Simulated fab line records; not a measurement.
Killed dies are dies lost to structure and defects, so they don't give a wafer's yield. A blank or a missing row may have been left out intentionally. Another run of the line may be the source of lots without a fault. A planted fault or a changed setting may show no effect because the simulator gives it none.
fab line records -- flow n5-finfet
[record] lots = 7, wafers = 21
route steps=1938 shown BEOL_M10@1494 BEOL_M11@1573 BEOL_M13@1682 BEOL_M14@1753 BEOL_M15@1808
start-h: hours from the record's opening day to when the first of the lot's shown wafers began -- wait-h: hours since the lot's step before -- " same as the row above -- L1.1+2: a row that stands for several wafers -- - no value present, or no start provided -- * or withheld: withheld -- < > ~ a bound
route shown NAME@n: names a module that has steps shown in the file, with the first one's number in the route -- usual: mean/standard deviation of fault-free wafers -- same: alike in all rows -- chamber/n: place in a boat -- sites: readings site by site -- _std_site: how widely they spread, as a standard deviation -- _edge_site: mean of outer sites minus mean of inner sites -- radius-mm: for every site, how far away it sits from the centre of the wafer -- mask NAME#n: copy n -- behind: tool/chamber where the wafer was last shaped -- hold: cause of the lot's hold/its duration in hours/its outcome -- device: which transistor (n, p or np) failed to switch -- end of line: the tests these same wafers got at the end of their route -- a step with no rows: only its recipe -- killed: dies that structure and defects cost at the first sort, which is not the same as the wafer's yield -- map: a wafer's dies, x killed, . not, _ none there
set.NAME: the setting that was run; set.NAME@STEP: the one run at that earlier step -- model.NAME: the simulator's own value behind a step, which no gauge read
lots with deliberately changed settings; one table per step, one row per wafer
[[steps]]
[step N5_BEOL_M10_COAT_63]
[recipe] resist = SOC, temp-c = 250, time-s = 60, spin-rpm = 1500, resist-thk-nm = 100
lot.wafer,tool,chamber,start-h,wait-h,set.spin-rpm,model.SOC_of_BEOL_M10_COAT_63.thk-nm
L081.2+4,litho-track-02,0,253.71,1.1,1500,100.2
L081.5,litho-track-02,0,253.71,1.1,1612,96.8
L082.1,litho-track-05,0,253.81,0.0,1500,99.8
L082.4,litho-track-05,0,253.81,0.0,1500,99.6
L082.5,litho-track-05,0,253.81,0.0,1663,94.6
L084.3,litho-track-04,0,276.47,2.4,1500,99.4
L084.5,litho-track-04,0,276.47,2.4,1500,99.6
L084.6,litho-track-04,0,276.47,2.4,1401,103.2
L088.1+5,litho-track-05,0,313.97,1.2,1500,99.6
L088.2,litho-track-05,0,313.97,1.2,1500,99.8
L090.1,litho-track-04,0,320.53,0.1,1500,99.8
L090.2,litho-track-04,0,320.53,0.1,1550,98.4
L090.6,litho-track-04,0,320.53,0.1,1550,98.2
L096.1+2,litho-track-02,0,353.14,0.1,1500,100
L096.5,litho-track-02,0,353.14,0.1,1500,100.2
L097.3,litho-track-02,0,357.18,1.3,1500,99.6
L097.4,litho-track-02,0,357.18,1.3,1500,99.8
L097.6,litho-track-02,0,357.18,1.3,1500,99.4
[step N5_BEOL_M10_COAT_64]
[recipe] resist = SiARC, temp-c = 220, time-s = 60, spin-rpm = 1500, resist-thk-nm = 30
[step N5_BEOL_M10_COAT_22]
[recipe] resist = CAR-ArF, spin-rpm = 1500, resist-thk-nm = 90
[step N5_BEOL_M10_DESCUM_33]
[recipe] chemistry = O2, time-s = 7.9, source-power-w = 50, bias-power-w = 20, pressure-mtorr = 20, rf-frequency-hz = 2.712e+07, temp-c = 40, resist = CAR-ArF, o2-flow-sccm = 225
[step N5_BEOL_M10_ETCH_65]
[recipe] chemistry = CF4, target = SiARC, target-depth-a = 390, mask-material = CAR-ArF, time-s = 65, ion-energy-ev = 80, pressure-mtorr = 40, source-w = 545, bias-w = 36, Ar_flow_sccm = 100, cf4-flow-sccm = 100, ends = cleared
[step N5_BEOL_M10_ETCH_66]
[recipe] chemistry = N2/H2, target = SOC, target-depth-a = 1200, overetch-a = 240, mask-material = SiARC, temp-c = 40, time-s = 180, ion-energy-ev = 200, pressure-mtorr = 30, source-w = 840, bias-w = 150, n2-flow-sccm = 200, h2-flow-sccm = 200
lot.wafer,tool,chamber,start-h,wait-h,set.spin-rpm@BEOL_M10_COAT_63,model.etch.depth-nm
L081.2+4,rie-diel-05,"2,0",254.41,0.0,1500,100.2
L081.5,rie-diel-05,0,254.41,0.0,1612,96.79
L082.1,rie-diel-06,2,254.82,0.0,1500,99.85
L082.4,rie-diel-06,3,254.82,0.0,1500,99.5
L082.5,rie-diel-06,3,254.82,0.0,1663,94.66
L084.3,rie-diel-02,0,277.02,0.0,1500,99.48
L084.5,rie-diel-02,3,277.02,0.0,1500,99.59
L084.6,rie-diel-02,0,277.02,0.0,1401,103.2
L088.1,rie-diel-06,0,315.00,0.0,1500,99.51
L088.2,rie-diel-06,1,315.00,0.0,1500,99.72
L088.5,rie-diel-06,2,315.00,0.0,1500,99.62
L090.1,rie-diel-02,3,320.95,0.0,1500,99.9
L090.2,rie-diel-02,1,320.95,0.0,1550,98.42
L090.6,rie-diel-02,3,320.95,0.0,1550,98.26
L096.1+2,rie-diel-06,"3,1",353.69,0.0,1500,100
L096.5,rie-diel-06,3,353.69,0.0,1500,100.2
L097.3,rie-diel-02,2,358.00,0.0,1500,99.62
L097.4,rie-diel-02,0,358.00,0.0,1500,99.8
L097.6,rie-diel-02,2,358.00,0.0,1500,99.46
[step N5_BEOL_M10_STRIP_69]
[recipe] chemistry = N2/H2, temp-c = 40, n2-flow-sccm = 200, h2-flow-sccm = 200, rf-frequency-hz = 6e+07
[step N5_BEOL_M10_VIA_ETCH_34]
[recipe] chemistry = C4F6/O2, target = SiCOH_lowk, target-depth-a = 1845, mask-material = SOC, taper-deg = 4, time-s = 69.2, ion-energy-ev = 250, pressure-mtorr = 30, source-w = 345, bias-w = 185, Ar_flow_sccm = 300, C4F6_flow_sccm = 10, O2_flow_sccm = 10
lot.wafer,tool,chamber,start-h,wait-h,set.spin-rpm@BEOL_M10_COAT_63,model.SOC_of_BEOL_M10_COAT_63.thk-nm
L081.2,rie-diel-05,2,254.53,0.0,1500,92.6
L081.4,rie-diel-05,0,254.53,0.0,1500,92.4
L081.5,rie-diel-05,0,254.53,0.0,1612,89
L082.1,rie-diel-06,2,254.95,0.0,1500,91.8
L082.4,rie-diel-06,3,254.95,0.0,1500,91.6
L082.5,rie-diel-06,3,254.95,0.0,1663,86.6
L084.3,rie-diel-02,0,277.15,0.0,1500,91.2
L084.5,rie-diel-02,3,277.15,0.0,1500,91.4
L084.6,rie-diel-02,0,277.15,0.0,1401,95
L088.1+2,rie-diel-06,"0,1",315.12,0.0,1500,91.4
L088.5,rie-diel-06,2,315.12,0.0,1500,91.2
L090.1,rie-diel-02,3,321.07,0.0,1500,91.8
L090.2+6,rie-diel-02,"1,3",321.07,0.0,1550,90.2
L096.1+2,rie-diel-06,"3,1",353.81,0.0,1500,91.6
L096.5,rie-diel-06,3,353.81,0.0,1500,91.8
L097.3,rie-diel-02,2,358.13,0.0,1500,91.6
L097.4,rie-diel-02,0,358.13,0.0,1500,91.8
L097.6,rie-diel-02,2,358.13,0.0,1500,91.4
[step N5_BEOL_M11_ETCH_66]
[recipe] chemistry = N2/H2, target = SOC, target-depth-a = 1200, overetch-a = 240, mask-material = SiARC, temp-c = 40, time-s = 180, ion-energy-ev = 200, pressure-mtorr = 30, source-w = 840, bias-w = 150, n2-flow-sccm = 200, h2-flow-sccm = 200
lot.wafer,tool,chamber,start-h,wait-h,set.time-s,model.SiARC_of_BEOL_M11_COAT_64.thk-nm
L081.2,rie-diel-01,1,260.99,0.0,180,22.6
L081.4,rie-diel-01,0,260.99,0.0,180,22.8
L081.5,rie-diel-01,2,260.99,0.0,192.5,21.8
L082.1,rie-diel-01,0,263.15,0.0,143.4,24.2
L082.4,rie-diel-01,2,263.15,0.0,180,22.6
L082.5,rie-diel-01,3,263.15,0.0,143.4,24
L084.3,rie-diel-04,0,286.55,0.0,159.8,23
L084.5+6,rie-diel-04,"3,2",286.55,0.0,180,22.6
L088.1+5,rie-diel-04,2,322.67,0.0,202.2,21.8
L088.2,rie-diel-04,0,322.67,0.0,180,22.2
L090.1,rie-diel-01,1,328.71,0.0,180,22.6
L090.2,rie-diel-01,3,328.71,0.0,151,23.8
L090.6,rie-diel-01,1,328.71,0.0,180,22.8
L096.1,rie-diel-03,1,359.91,0.0,160.8,23
L096.2,rie-diel-03,0,359.91,0.0,180,22.4
L096.5,rie-diel-03,2,359.91,0.0,180,22.2
L097.3+4,rie-diel-03,"2,0",379.54,0.0,180,22.2
L097.6,rie-diel-03,0,379.54,0.0,180,22.4
[step N5_BEOL_M13_COAT_22]
[recipe] spin-rpm = 2888, resist-thk-nm = 300
lot.wafer,tool,chamber,start-h,wait-h,set.spin-rpm,model.coat_of_BEOL_M13_COAT_22.thk-nm
L081.2,litho-track-03,0,-,-,2888,300.4
L081.4,litho-track-03,0,-,-,2727,309.2
L081.5,litho-track-03,0,-,-,2888,300.2
L082.1,litho-track-03,0,-,-,2888,299.4
L082.4,litho-track-03,0,-,-,2888,298.8
L082.5,litho-track-03,0,-,-,2756,306.4
L084.3,litho-track-03,0,-,-,2888,299
L084.5,litho-track-03,0,-,-,2888,299.2
L084.6,litho-track-03,0,-,-,2888,299.8
L088.1,litho-track-02,0,-,-,3091,289.8
L088.2,litho-track-02,0,-,-,2888,299.6
L088.5,litho-track-02,0,-,-,2888,300.2
L090.1,litho-track-05,0,-,-,2888,300
L090.2,litho-track-05,0,-,-,2742,309
L090.6,litho-track-05,0,-,-,2742,307.8
L096.1,litho-track-03,0,-,-,2704,310.8
L096.2,litho-track-03,0,-,-,2704,309.8
L096.5,litho-track-03,0,-,-,2888,300.4
L097.3,litho-track-02,0,-,-,2888,299.8
L097.4,litho-track-02,0,-,-,2888,300.4
L097.6,litho-track-02,0,-,-,2888,299.6
[step N5_BEOL_M13_EBR_24]
[recipe] solvent = PGMEA, ebr-width-mm = 1.5
[step N5_BEOL_M13_SOFTBAKE_23]
[recipe] temp-c = 130, time-s = 60
[step N5_BEOL_M13_DESCUM_33]
[recipe] chemistry = O2, time-s = 7.9, source-power-w = 50, bias-power-w = 20, pressure-mtorr = 20, rf-frequency-hz = 2.712e+07, temp-c = 40, o2-flow-sccm = 225
[step N5_BEOL_M13_ETCH_67]
[recipe] chemistry = CF4, target = SiARC, target-depth-a = 1430, time-s = 238.3, ion-energy-ev = 80, pressure-mtorr = 40, source-w = 545, bias-w = 36, Ar_flow_sccm = 100, cf4-flow-sccm = 100, ends = cleared
lot.wafer,tool,chamber,start-h,wait-h,set.spin-rpm@BEOL_M13_COAT_22,model.coat_of_BEOL_M13_COAT_22.thk-nm
L081.2+5,rie-diel-03,"1,2",271.20,0.0,2888,212
L081.4,rie-diel-03,1,271.20,0.0,2727,220.6
L082.1,rie-diel-01,2,272.23,0.0,2888,211
L082.4,rie-diel-01,2,272.23,0.0,2888,210.4
L082.5,rie-diel-01,1,272.23,0.0,2756,218
L084.3,rie-diel-04,2,297.31,0.0,2888,210.4
L084.5,rie-diel-04,3,297.31,0.0,2888,210.8
L084.6,rie-diel-04,2,297.31,0.0,2888,211.4
L088.1,rie-diel-04,1,334.39,0.0,3091,201.2
L088.2,rie-diel-04,3,334.39,0.0,2888,211
L088.5,rie-diel-04,1,334.39,0.0,2888,211.6
L090.1,rie-diel-01,2,342.78,0.0,2888,211.8
L090.2,rie-diel-01,0,342.78,0.0,2742,220.4
L090.6,rie-diel-01,0,342.78,0.0,2742,219.4
L096.1,rie-diel-01,3,375.63,0.0,2704,222.2
L096.2,rie-diel-01,2,375.63,0.0,2704,221.2
L096.5,rie-diel-01,0,375.63,0.0,2888,211.6
L097.3,rie-diel-01,1,393.92,0.0,2888,211
L097.4,rie-diel-01,0,393.92,0.0,2888,211.6
L097.6,rie-diel-01,1,393.92,0.0,2888,210.6
[step N5_BEOL_M13_ETCH_68]
[recipe] chemistry = N2/H2, target = SOC, mask-material = SiARC, source-w = 3000, bias-w = 350, temp-c = 40, time-s = 355, ion-energy-ev = 200, pressure-mtorr = 30, n2-flow-sccm = 200, h2-flow-sccm = 200
lot.wafer,tool,chamber,start-h,wait-h,set.time-s,model.SiARC_of_BEOL_M13_COAT_66.thk-nm
L081.2,rie-diel-03,1,271.34,0.1,411.5,70.6
L081.4,rie-diel-03,1,271.34,0.1,355,76.2
L081.5,rie-diel-03,2,271.34,0.1,411.5,71
L082.1,rie-diel-01,2,272.38,0.1,319.7,80.2
L082.4,rie-diel-01,2,272.38,0.1,355,76.8
L082.5,rie-diel-01,1,272.38,0.1,355,77.2
L084.3,rie-diel-04,2,297.46,0.1,355,77
L084.5,rie-diel-04,3,297.46,0.1,389.6,74
L084.6,rie-diel-04,2,297.46,0.1,355,76.8
L088.1,rie-diel-04,1,334.54,0.1,355,77
L088.2,rie-diel-04,3,334.54,0.1,317.1,81.4
L088.5,rie-diel-04,1,334.54,0.1,317.1,80.6
L090.1,rie-diel-01,2,342.92,0.1,355,77
L090.2,rie-diel-01,0,342.92,0.1,355,77.4
L090.6,rie-diel-01,0,342.92,0.1,355,77.2
L096.1,rie-diel-01,3,375.77,0.1,355,77.4
L096.2,rie-diel-01,2,375.77,0.1,355,77
L096.5,rie-diel-01,0,375.77,0.1,381.1,75.2
L097.3+4+6,rie-diel-01,"1,0,1",394.06,0.1,355,77.6
[step N5_BEOL_M14_TRENCH_ETCH_34]
[recipe] chemistry = C4F8/O2/Ar, target = SiO2, target-depth-a = 5566.5, mask-material = SOC, he-inner-torr = 15, he-outer-torr = 30, time-s = 126.9, ion-energy-ev = 800, pressure-mtorr = 20, source-w = 1905, bias-w = 2040, Ar_flow_sccm = 400, C4F8_flow_sccm = 16, O2_flow_sccm = 12
[usual] rf-vpp-V = 2221/49
lot.wafer,tool,chamber,start-h,wait-h,set.bias-w,rf-vpp-V
L081.2,rie-diel-02,0,277.85,0.0,2040,2229
L081.4,rie-diel-02,0,277.85,0.0,2304,2424
L081.5,rie-diel-02,3,277.85,0.0,2040,2194
L082.1,rie-diel-06,0,278.70,0.0,2147,2351
L082.4,rie-diel-06,0,278.70,0.0,2147,2352
L082.5,rie-diel-06,3,278.70,0.0,2040,2246
L084.3,rie-diel-06,1,303.20,0.0,2040,2168
L084.5,rie-diel-06,0,303.20,0.0,2407,2541
L084.6,rie-diel-06,1,303.20,0.0,2407,2428
L088.1,rie-diel-02,2,342.15,0.0,2040,2308
L088.2,rie-diel-02,0,342.15,0.0,2183,2334
L088.5,rie-diel-02,3,342.15,0.0,2040,2191
L090.1,rie-diel-02,1,349.09,0.0,2040,2293
L090.2,rie-diel-02,2,349.09,0.0,2040,2308
L090.6,rie-diel-02,0,349.09,0.0,2040,2228
L096.1,rie-diel-05,0,380.12,0.0,1732,1941
L096.2,rie-diel-05,2,380.12,0.0,2040,2236
L096.5,rie-diel-05,3,380.12,0.0,1732,1980
L097.3,rie-diel-06,1,400.50,0.0,2040,2167
L097.4,rie-diel-06,3,400.50,0.0,2040,2242
L097.6,rie-diel-06,3,400.50,0.0,2040,2242
[step N5_BEOL_M15_ETCH_61]
[recipe] chemistry = N2/H2, target = BARC, target-depth-a = 890, overetch-a = 267, time-s = 67.9, ion-energy-ev = 200, pressure-mtorr = 30, source-w = 840, bias-w = 150, n2-flow-sccm = 200, h2-flow-sccm = 200
[usual] rf-vpp-V = 523.0/2.7
lot.wafer,tool,chamber,start-h,wait-h,set.bias-w,rf-vpp-V
L081.2,rie-diel-01,0,288.27,0.0,150,523.4
L081.4,rie-diel-01,1,288.27,0.0,150,521.6
L081.5,rie-diel-01,1,288.27,0.0,123.9,461.1
L082.1,rie-diel-03,3,288.33,0.0,150,522.1
L082.4,rie-diel-03,0,288.33,0.0,150,522.8
L082.5,rie-diel-03,2,288.33,0.0,150,524.1
L084.3,rie-diel-03,1,311.48,0.0,150,525.1
L084.5,rie-diel-03,2,311.48,0.0,150,525.0
L084.6,rie-diel-03,3,311.48,0.0,150,522.0
L088.1,rie-diel-01,0,347.03,0.0,166.4,557.2
L088.2,rie-diel-01,1,347.03,0.0,166.4,555.9
L088.5,rie-diel-01,3,347.03,0.0,166.4,562.2
L090.1,rie-diel-04,0,355.55,0.0,150,522.2
L090.2,rie-diel-04,1,355.55,0.0,150,518.3
L090.6,rie-diel-04,1,355.55,0.0,150,517.3
L096.1,rie-diel-04,2,386.39,0.0,172.5,572.7
L096.2,rie-diel-04,3,386.39,0.0,150,528.9
L096.5,rie-diel-04,2,386.39,0.0,172.5,573.6
L097.3,rie-diel-03,3,409.29,0.0,150,521.3
L097.4,rie-diel-03,0,409.29,0.0,150,521.8
L097.6,rie-diel-03,3,409.29,0.0,150,522.3
[step N5_BEOL_M15_SPUTTER_44]
[recipe] material = Ta, target-thk-a = 150, temp-c = 50, bias-v = 80, power-w = 15000, chamber-pressure-pa = 0.07, time-s = 24.19
lot.wafer,tool,chamber,start-h,wait-h,set.power-w,model.Ta_of_BEOL_M15_SPUTTER_44.thk-nm
L081.2,pvd-sputter-03,-,289.33,0.0,15000,15
L081.4,pvd-sputter-03,-,289.33,0.0,15000,14.6
L081.5,pvd-sputter-03,-,289.33,0.0,15000,15.2
L082.1+5,pvd-sputter-02,-,291.29,0.0,15000,15.2
L082.4,pvd-sputter-02,-,291.29,0.0,15000,15
L084.3+5,pvd-sputter-02,-,312.27,0.0,15000,15
L084.6,pvd-sputter-02,-,312.27,0.0,16420,16.4
L088.1,pvd-sputter-02,-,348.90,0.0,15000,15
L088.2+5,pvd-sputter-02,-,348.90,0.0,15000,14.8
L090.1+2,pvd-sputter-01,-,358.31,0.0,15000,14.8
L090.6,pvd-sputter-01,-,358.31,0.0,15000,15
L096.1,pvd-sputter-01,-,389.17,0.0,17070,17
L096.2+5,pvd-sputter-01,-,389.17,0.0,15000,15.2
L097.3,pvd-sputter-01,-,411.88,0.0,15000,14.6
L097.4+6,pvd-sputter-01,-,411.88,0.0,15000,14.8
[[key]]
[split] step = N5_BEOL_M10_COAT_63, setting = spin-rpm, stated = 1500, by = wafer
[response] step = N5_BEOL_M10_COAT_63, reading = model.SOC_of_BEOL_M10_COAT_63.thk-nm, change = -0.482, per = 1%, r = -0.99
[response] step = N5_BEOL_M10_ETCH_66, reading = model.etch.depth-nm, change = -0.478, per = 1%, r = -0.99
[response] step = N5_BEOL_M10_VIA_ETCH_34, reading = model.SOC_of_BEOL_M10_COAT_63.thk-nm, change = -0.487, per = 1%, r = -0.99
[split] step = N5_BEOL_M11_ETCH_66, setting = time-s, stated = 180, by = wafer
[response] step = N5_BEOL_M11_ETCH_66, reading = model.SiARC_of_BEOL_M11_COAT_64.thk-nm, change = -0.0641, per = 1%, r = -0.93
[split] step = N5_BEOL_M13_COAT_22, setting = spin-rpm, stated = 2888, by = wafer
[response] step = N5_BEOL_M13_COAT_22, reading = model.coat_of_BEOL_M13_COAT_22.thk-nm, change = -1.55, per = 1%, r = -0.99
[response] step = N5_BEOL_M13_ETCH_67, reading = model.coat_of_BEOL_M13_COAT_22.thk-nm, change = -1.54, per = 1%, r = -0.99
[split] step = N5_BEOL_M13_ETCH_68, setting = time-s, stated = 355, by = wafer
[response] step = N5_BEOL_M13_ETCH_68, reading = model.SiARC_of_BEOL_M13_COAT_66.thk-nm, change = -0.331, per = 1%, r = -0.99
[split] step = N5_BEOL_M14_TRENCH_ETCH_34, setting = bias-w, stated = 2040, by = wafer
[response] step = N5_BEOL_M14_TRENCH_ETCH_34, reading = rf-vpp-V, change = +17.3, per = 1%, r = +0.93
[split] step = N5_BEOL_M15_ETCH_61, setting = bias-w, stated = 150, by = wafer
[response] step = N5_BEOL_M15_ETCH_61, reading = rf-vpp-V, change = +3.28, per = 1%, r = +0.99
[split] step = N5_BEOL_M15_SPUTTER_44, setting = power-w, stated = 15000, by = wafer
[response] step = N5_BEOL_M15_SPUTTER_44, reading = model.Ta_of_BEOL_M15_SPUTTER_44.thk-nm, change = +0.136, per = 1%, r = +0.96
